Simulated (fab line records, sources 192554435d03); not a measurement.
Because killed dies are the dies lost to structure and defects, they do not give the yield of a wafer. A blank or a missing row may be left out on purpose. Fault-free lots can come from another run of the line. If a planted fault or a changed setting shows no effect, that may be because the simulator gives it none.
Which tool did it? || flow n5-finfet || 9 lots, 27 wafers sampled, at 5 steps of a route of 1938

## WHAT EACH GAUGE READ, for each wafer
N5_HKMG_FIN_THK_MEAS_70: measures by xrf. Usual: HK_THK gives 1.573 nm (standard deviation 0.018).
{"lot": "L354", "measured": "day 5 07:47", "on": "film-metro-01", "HK_THK (nm)": "1.560 1.561 1.560", "flag": ""}
{"lot": "L356", "measured": "day 5 15:33", "on": "film-metro-01", "HK_THK (nm)": "1.563 1.572 1.566", "flag": ""}
{"lot": "L360", "measured": "day 6 14:29", "on": "film-metro-01", "HK_THK (nm)": "1.558 1.554 1.566", "flag": ""}
{"lot": "L361", "measured": "day 6 20:23", "on": "film-metro-01", "HK_THK (nm)": "1.586 1.578 1.590", "flag": ""}
{"lot": "L363", "measured": "day 7 12:08", "on": "film-metro-01", "HK_THK (nm)": "1.572 1.589 1.573", "flag": ""}
{"lot": "L368", "measured": "day 8 13:01", "on": "film-metro-02", "HK_THK (nm)": "1.584 1.569 1.612", "flag": ""}
{"lot": "L371", "measured": "day 9 12:08", "on": "film-metro-01", "HK_THK (nm)": "1.579 1.575 1.595", "flag": ""}
{"lot": "L372", "measured": "day 9 14:54", "on": "film-metro-02", "HK_THK (nm)": "1.562 1.539 1.573", "flag": ""}
{"lot": "L373", "measured": "day 9 22:33", "on": "film-metro-02", "HK_THK (nm)": "1.555 1.563 1.575", "flag": ""}

N5_BEOL_M4_RC_MEAS_101. Usual: DIBL_N 36.4 mV/V, standard deviation 1.7; DIBL_P 36.4 mV/V, standard deviation 2.1; IOFF_N 0.16 nA/um, standard deviation 0.035; IOFF_P 0.21 nA/um, standard deviation 0.035; ION_N 680 uA/um, standard deviation 11; ION_P 465 uA/um, standard deviation 6.8; SS_N 71.5 mV/dec, standard deviation 0.58; SS_P 73.2 mV/dec, standard deviation 0.72; VT_N 249 mV, standard deviation 3.6; VT_P -250 mV, standard deviation 3.1.
{"lot": "L354", "measured": "day 9 21:58", "on": "prober-02", "DIBL_N (mV/V)": "35.7 34.6 36.0", "DIBL_P (mV/V)": "37.8 35.9 37.8", "IOFF_N (nA/um)": "0.17 0.14 0.18", "IOFF_P (nA/um)": "0.19 0.17 0.20", "ION_N (uA/um)": "678 662 680", "ION_P (uA/um)": "457 451 459", "SS_N (mV/dec)": "71.7 71.5 71.9", "SS_P (mV/dec)": "73.8 73.2 74.4", "VT_N (mV)": "250 252 247", "VT_P (mV)": "-254 -256 -251", "flag": ""}
{"lot": "L356", "measured": "day 9 22:27", "on": "prober-01", "DIBL_N (mV/V)": "36.3 34.1 36.1", "DIBL_P (mV/V)": "35.4 33.1 35.0", "IOFF_N (nA/um)": "0.15 0.13 0.15", "IOFF_P (nA/um)": "0.22 0.19 0.22", "ION_N (uA/um)": "689 670 683", "ION_P (uA/um)": "472 466 474", "SS_N (mV/dec)": "71.8 71.3 71.7", "SS_P (mV/dec)": "73.4 72.8 73.1", "VT_N (mV)": "252 252 252", "VT_P (mV)": "-248 -246 -246", "flag": ""}
{"lot": "L360", "measured": "day 10 04:45", "on": "prober-01", "DIBL_N (mV/V)": "37.7 35.5 35.9", "DIBL_P (mV/V)": "36.4 33.3 34.8", "IOFF_N (nA/um)": "0.19 0.13 0.14", "IOFF_P (nA/um)": "0.24 0.18 0.21", "ION_N (uA/um)": "697 655 682", "ION_P (uA/um)": "474 457 469", "SS_N (mV/dec)": "71.9 71.9 71.6", "SS_P (mV/dec)": "73.2 72.4 72.8", "VT_N (mV)": "244 252 246", "VT_P (mV)": "-246 -252 -246", "flag": ""}
{"lot": "L361", "measured": "day 10 17:04", "on": "prober-02", "DIBL_N (mV/V)": "37.5 37.0 38.2", "DIBL_P (mV/V)": "39.5 37.7 39.3", "IOFF_N (nA/um)": "0.18 0.16 0.19", "IOFF_P (nA/um)": "0.21 0.19 0.21", "ION_N (uA/um)": "680 662 677", "ION_P (uA/um)": "460 453 455", "SS_N (mV/dec)": "71.6 71.4 71.7", "SS_P (mV/dec)": "74.5 73.6 74.7", "VT_N (mV)": "249 250 247", "VT_P (mV)": "-251 -253 -251", "flag": ""}
{"lot": "L363", "measured": "day 11 12:10", "on": "prober-02", "DIBL_N (mV/V)": "38.0 34.5 38.1", "DIBL_P (mV/V)": "36.6 33.9 37.7", "IOFF_N (nA/um)": "0.19 0.13 0.20", "IOFF_P (nA/um)": "0.24 0.19 0.26", "ION_N (uA/um)": "695 676 695", "ION_P (uA/um)": "470 469 471", "SS_N (mV/dec)": "72.4 70.4 72.4", "SS_P (mV/dec)": "73.9 72.5 74.1", "VT_N (mV)": "243 250 244", "VT_P (mV)": "-246 -252 -246", "flag": ""}
{"lot": "L368", "measured": "day 12 14:55", "on": "prober-02", "DIBL_N (mV/V)": "34.0 37.2 35.8", "DIBL_P (mV/V)": "33.9 36.5 35.5", "IOFF_N (nA/um)": "0.12 0.16 0.14", "IOFF_P (nA/um)": "0.15 0.19 0.18", "ION_N (uA/um)": "664 674 676", "ION_P (uA/um)": "457 458 464", "SS_N (mV/dec)": "71.4 71.8 70.8", "SS_P (mV/dec)": "72.0 72.7 72.2", "VT_N (mV)": "256 250 252", "VT_P (mV)": "-253 -252 -255", "flag": ""}
{"lot": "L371", "measured": "day 13 05:23", "on": "prober-02", "DIBL_N (mV/V)": "39.5 37.7 41.5", "DIBL_P (mV/V)": "40.4 37.7 42.8", "IOFF_N (nA/um)": "0.24 0.19 0.31", "IOFF_P (nA/um)": "0.28 0.23 0.32", "ION_N (uA/um)": "686 702 717", "ION_P (uA/um)": "463 471 480", "SS_N (mV/dec)": "73.2 71.0 72.9", "SS_P (mV/dec)": "74.5 73.2 75.0", "VT_N (mV)": "243 243 239", "VT_P (mV)": "-247 -249 -245", "flag": ""}
{"lot": "L372", "measured": "day 13 18:07", "on": "prober-01", "DIBL_N (mV/V)": "38.1 36.0 34.3", "DIBL_P (mV/V)": "38.2 34.8 33.1", "IOFF_N (nA/um)": "0.17 0.14 0.12", "IOFF_P (nA/um)": "0.26 0.20 0.18", "ION_N (uA/um)": "678 674 669", "ION_P (uA/um)": "476 470 466", "SS_N (mV/dec)": "71.5 71.9 70.5", "SS_P (mV/dec)": "74.7 72.7 72.2", "VT_N (mV)": "251 252 254", "VT_P (mV)": "-248 -250 -251", "flag": ""}
{"lot": "L373", "measured": "day 13 21:46", "on": "prober-01", "DIBL_N (mV/V)": "36.0 34.6 38.6", "DIBL_P (mV/V)": "36.2 33.8 39.1", "IOFF_N (nA/um)": "0.16 0.12 0.21", "IOFF_P (nA/um)": "0.23 0.19 0.28", "ION_N (uA/um)": "678 665 692", "ION_P (uA/um)": "470 464 469", "SS_N (mV/dec)": "71.7 71.1 72.3", "SS_P (mV/dec)": "72.8 72.1 74.4", "VT_N (mV)": "248 252 247", "VT_P (mV)": "-249 -251 -247", "flag": ""}

## EACH LOT AND THE TOOL THAT RAN IT (in order: tool; ch and the chambers of the sampled wafers; start)
{"lot": "L354", "N5_HKMG_FIN_DESCUM_53": "rie-diel-01 ch 0,1,2, day 5 05:22", "N5_HKMG_FIN_ALD_79": "ald-metal-03 ch 1,3, day 5 06:44", "N5_HKMG_FIN_ALD_36": "ald-metal-01 ch 2,3, day 5 07:30"}
{"lot": "L356", "N5_HKMG_FIN_DESCUM_53": "rie-diel-01 ch 1,2,3, day 5 13:04", "N5_HKMG_FIN_ALD_79": "ald-metal-02 ch 1,2,3, day 5 14:31", "N5_HKMG_FIN_ALD_36": "ald-metal-01 ch 0,1, day 5 15:16"}
{"lot": "L360", "N5_HKMG_FIN_DESCUM_53": "rie-diel-02 ch 0,1,2, day 6 12:04", "N5_HKMG_FIN_ALD_79": "ald-metal-02 ch 0,2, day 6 13:26", "N5_HKMG_FIN_ALD_36": "ald-metal-01 ch 1,3, day 6 14:11"}
{"lot": "L361", "N5_HKMG_FIN_DESCUM_53": "rie-diel-02 ch 0,1,3, day 6 17:38", "N5_HKMG_FIN_ALD_79": "ald-metal-02 ch 1,2,3, day 6 19:20", "N5_HKMG_FIN_ALD_36": "ald-metal-01 ch 2,3, day 6 20:06"}
{"lot": "L363", "N5_HKMG_FIN_DESCUM_53": "rie-diel-02 ch 0,3, day 7 09:29", "N5_HKMG_FIN_ALD_79": "ald-metal-01 ch 1,2, day 7 10:52", "N5_HKMG_FIN_ALD_36": "ald-metal-01 ch 0,3, day 7 11:52"}
{"lot": "L368", "N5_HKMG_FIN_DESCUM_53": "rie-diel-01 ch 1,2,3, day 8 10:15", "N5_HKMG_FIN_ALD_79": "ald-metal-02 ch 0,1,3, day 8 11:58", "N5_HKMG_FIN_ALD_36": "ald-metal-03 ch 0,1,3, day 8 12:44"}
{"lot": "L371", "N5_HKMG_FIN_DESCUM_53": "rie-diel-02 ch 0,1,2, day 9 09:38", "N5_HKMG_FIN_ALD_79": "ald-metal-03 ch 0,2, day 9 11:01", "N5_HKMG_FIN_ALD_36": "ald-metal-02 ch 0,1,3, day 9 11:52"}
{"lot": "L372", "N5_HKMG_FIN_DESCUM_53": "rie-diel-04 ch 0,2,3, day 9 12:15", "N5_HKMG_FIN_ALD_79": "ald-metal-02 ch 0,1,2, day 9 13:37", "N5_HKMG_FIN_ALD_36": "ald-metal-02 ch 0,1,3, day 9 14:37"}
{"lot": "L373", "N5_HKMG_FIN_DESCUM_53": "rie-diel-01 ch 0,1,3, day 9 19:59", "N5_HKMG_FIN_ALD_79": "ald-metal-01 ch 0,1, day 9 21:29", "N5_HKMG_FIN_ALD_36": "ald-metal-02 ch 0,1,2, day 9 22:16"}
- N5_HKMG_FIN_DESCUM_53: chemistry O2, time 7.9 s.
- N5_HKMG_FIN_ALD_79: deposits TiN, target thk 1.5 nm, pulse time 1 s, purge time 3 s.
- N5_HKMG_FIN_ALD_36: deposits TiN, target thk 1 nm, pulse time 1 s, purge time 3 s.

## WHAT THE TOOLS THEMSELVES READ (means of the sampled wafers that have a number; where no wafer has one, the mark that the record gives instead)
N5_HKMG_FIN_DESCUM_53. Usual: for bias-power-w, 20.01 W with a standard deviation of 0.06; for drypump-motor-current-A, 5.7 A with a standard deviation of 0.53; for oes-product-au, 0.79 a.u. with a standard deviation of 0.064; for rf-fwd-power-W, 49.44 W with a standard deviation of 0.18; for rf-vpp-V, 243.3 V with a standard deviation of 1.2; for showerhead-plenum-p-Torr, 2.10 Torr with a standard deviation of 0.056; for throttle-valve-pct, 20.49 % with a standard deviation of 0.27.
{"lot": "L354", "tool": "rie-diel-01", "bias-power-w (W)": 20.03, "drypump-motor-current-A (A)": 5.3, "oes-product-au (a.u.)": 0.87, "rf-fwd-power-W (W)": 49.42, "rf-vpp-V (V)": 243.0, "showerhead-plenum-p-Torr (Torr)": 2.11, "throttle-valve-pct (%)": 20.39, "flag": ""}
{"lot": "L356", "tool": "rie-diel-01", "bias-power-w (W)": 19.98, "drypump-motor-current-A (A)": 5.6, "oes-product-au (a.u.)": 0.84, "rf-fwd-power-W (W)": 49.38, "rf-vpp-V (V)": 243.5, "showerhead-plenum-p-Torr (Torr)": 2.11, "throttle-valve-pct (%)": 20.22, "flag": ""}
{"lot": "L360", "tool": "rie-diel-02", "bias-power-w (W)": 20.03, "drypump-motor-current-A (A)": 6.0, "oes-product-au (a.u.)": 0.75, "rf-fwd-power-W (W)": 49.29, "rf-vpp-V (V)": 242.8, "showerhead-plenum-p-Torr (Torr)": 2.15, "throttle-valve-pct (%)": 20.61, "flag": ""}
{"lot": "L361", "tool": "rie-diel-02", "bias-power-w (W)": 20.00, "drypump-motor-current-A (A)": 5.7, "oes-product-au (a.u.)": 0.74, "rf-fwd-power-W (W)": 49.47, "rf-vpp-V (V)": 243.8, "showerhead-plenum-p-Torr (Torr)": 2.11, "throttle-valve-pct (%)": 20.70, "flag": ""}
{"lot": "L363", "tool": "rie-diel-02", "bias-power-w (W)": 20.02, "drypump-motor-current-A (A)": 5.2, "oes-product-au (a.u.)": 0.73, "rf-fwd-power-W (W)": 49.30, "rf-vpp-V (V)": 244.2, "showerhead-plenum-p-Torr (Torr)": 2.10, "throttle-valve-pct (%)": 20.74, "flag": ""}
{"lot": "L368", "tool": "rie-diel-01", "bias-power-w (W)": 20.04, "drypump-motor-current-A (A)": 5.6, "oes-product-au (a.u.)": 0.81, "rf-fwd-power-W (W)": 49.34, "rf-vpp-V (V)": 242.8, "showerhead-plenum-p-Torr (Torr)": 2.10, "throttle-valve-pct (%)": 20.26, "flag": ""}
{"lot": "L371", "tool": "rie-diel-02", "bias-power-w (W)": 19.96, "drypump-motor-current-A (A)": 6.0, "oes-product-au (a.u.)": 0.72, "rf-fwd-power-W (W)": 49.38, "rf-vpp-V (V)": 243.4, "showerhead-plenum-p-Torr (Torr)": 2.14, "throttle-valve-pct (%)": 20.65, "flag": ""}
{"lot": "L372", "tool": "rie-diel-04", "bias-power-w (W)": 20.04, "drypump-motor-current-A (A)": 6.1, "oes-product-au (a.u.)": 0.77, "rf-fwd-power-W (W)": 49.41, "rf-vpp-V (V)": 242.6, "showerhead-plenum-p-Torr (Torr)": 2.01, "throttle-valve-pct (%)": 20.52, "flag": ""}
{"lot": "L373", "tool": "rie-diel-01", "bias-power-w (W)": 20.07, "drypump-motor-current-A (A)": 5.7, "oes-product-au (a.u.)": 0.81, "rf-fwd-power-W (W)": 49.51, "rf-vpp-V (V)": 243.6, "showerhead-plenum-p-Torr (Torr)": 2.12, "throttle-valve-pct (%)": 20.26, "flag": ""}

N5_HKMG_FIN_ALD_79. Usual: heater-power-w 829 W, standard deviation 85; precursor-pulse-height-rel 0.997, standard deviation 0.018; susceptor-temp-C 399.98 C, standard deviation 0.22.
{"lot": "L354", "tool": "ald-metal-03", "heater-power-w (W)": 813, "precursor-pulse-height-rel": 1.011, "susceptor-temp-C (C)": 399.85, "flag": ""}
{"lot": "L356", "tool": "ald-metal-02", "heater-power-w (W)": 837, "precursor-pulse-height-rel": 1.009, "susceptor-temp-C (C)": 400.04, "flag": ""}
{"lot": "L360", "tool": "ald-metal-02", "heater-power-w (W)": 856, "precursor-pulse-height-rel": 1.000, "susceptor-temp-C (C)": 400.17, "flag": ""}
{"lot": "L361", "tool": "ald-metal-02", "heater-power-w (W)": 847, "precursor-pulse-height-rel": 0.976, "susceptor-temp-C (C)": 400.00, "flag": ""}
{"lot": "L363", "tool": "ald-metal-01", "heater-power-w (W)": 872, "precursor-pulse-height-rel": 0.990, "susceptor-temp-C (C)": 399.76, "flag": ""}
{"lot": "L368", "tool": "ald-metal-02", "heater-power-w (W)": 878, "precursor-pulse-height-rel": 1.004, "susceptor-temp-C (C)": 400.01, "flag": ""}
{"lot": "L371", "tool": "ald-metal-03", "heater-power-w (W)": 703, "precursor-pulse-height-rel": 1.017, "susceptor-temp-C (C)": 400.11, "flag": ""}
{"lot": "L372", "tool": "ald-metal-02", "heater-power-w (W)": 844, "precursor-pulse-height-rel": 1.006, "susceptor-temp-C (C)": 399.87, "flag": ""}
{"lot": "L373", "tool": "ald-metal-01", "heater-power-w (W)": 905, "precursor-pulse-height-rel": 1.002, "susceptor-temp-C (C)": 399.86, "flag": ""}

N5_HKMG_FIN_ALD_36. Usual: heater-power-w 821 W, standard deviation 88; precursor-pulse-height-rel 0.999, standard deviation 0.02; susceptor-temp-C 399.99 C, standard deviation 0.21.
{"lot": "L354", "tool": "ald-metal-01", "heater-power-w (W)": 796, "precursor-pulse-height-rel": 0.987, "susceptor-temp-C (C)": 399.98, "flag": ""}
{"lot": "L356", "tool": "ald-metal-01", "heater-power-w (W)": 910, "precursor-pulse-height-rel": 1.009, "susceptor-temp-C (C)": 400.15, "flag": ""}
{"lot": "L360", "tool": "ald-metal-01", "heater-power-w (W)": 775, "precursor-pulse-height-rel": 0.994, "susceptor-temp-C (C)": 400.05, "flag": ""}
{"lot": "L361", "tool": "ald-metal-01", "heater-power-w (W)": 651, "precursor-pulse-height-rel": 0.999, "susceptor-temp-C (C)": 385.56, "flag": "OFF"}
{"lot": "L363", "tool": "ald-metal-01", "heater-power-w (W)": 768, "precursor-pulse-height-rel": 0.982, "susceptor-temp-C (C)": 385.51, "flag": "OFF"}
{"lot": "L368", "tool": "ald-metal-03", "heater-power-w (W)": 805, "precursor-pulse-height-rel": 1.008, "susceptor-temp-C (C)": 400.25, "flag": ""}
{"lot": "L371", "tool": "ald-metal-02", "heater-power-w (W)": 886, "precursor-pulse-height-rel": 0.990, "susceptor-temp-C (C)": 400.05, "flag": ""}
{"lot": "L372", "tool": "ald-metal-02", "heater-power-w (W)": 876, "precursor-pulse-height-rel": 1.020, "susceptor-temp-C (C)": 399.78, "flag": ""}
{"lot": "L373", "tool": "ald-metal-02", "heater-power-w (W)": 852, "precursor-pulse-height-rel": 1.010, "susceptor-temp-C (C)": 399.91, "flag": ""}

## THE ANSWER, worked out from the rows above alone
Rule: a lot counts as off when the mean over its wafers that have a number is more than 3 standard deviations away from the usual mean. Also off: a lot with no number at a reading for which 4 or more lots have one. All remaining lots with rows at the step are treated as sound. Order of review: gauges by route order, followed by the tools' own readings, for which a lot's mean as printed above is used. At the first step where some lot is off, the reading lying furthest off is the one used; lots without a number count as furthest.
Off: L361, L363, at N5_HKMG_FIN_ALD_36 (susceptor-temp-C).
A tool fits if, at that step or a process step before it, it ran every lot that is off, and no sound lot after the first of them. One fits: N5_HKMG_FIN_ALD_36 on ald-metal-01. Its last sound lot is L360 (day 6 14:11), its first lot that is off L361 (day 6 20:06): a fault that began between those two fits.
On the lots that are off, the tool's own readings at N5_HKMG_FIN_ALD_36 differ by more than 5 times the standard deviation of the sound lots' means, which bears it out; susceptor-temp-C reads 385.53 C there versus 400.02 C on the sound lots.

## WHAT HAD BEEN PUT IN BY THE SIMULATOR
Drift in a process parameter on ald-metal-01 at N5_HKMG_FIN_ALD_36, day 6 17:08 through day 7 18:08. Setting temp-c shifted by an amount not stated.
Shown lots that were struck: L361, L363. The same result came from the rule above.
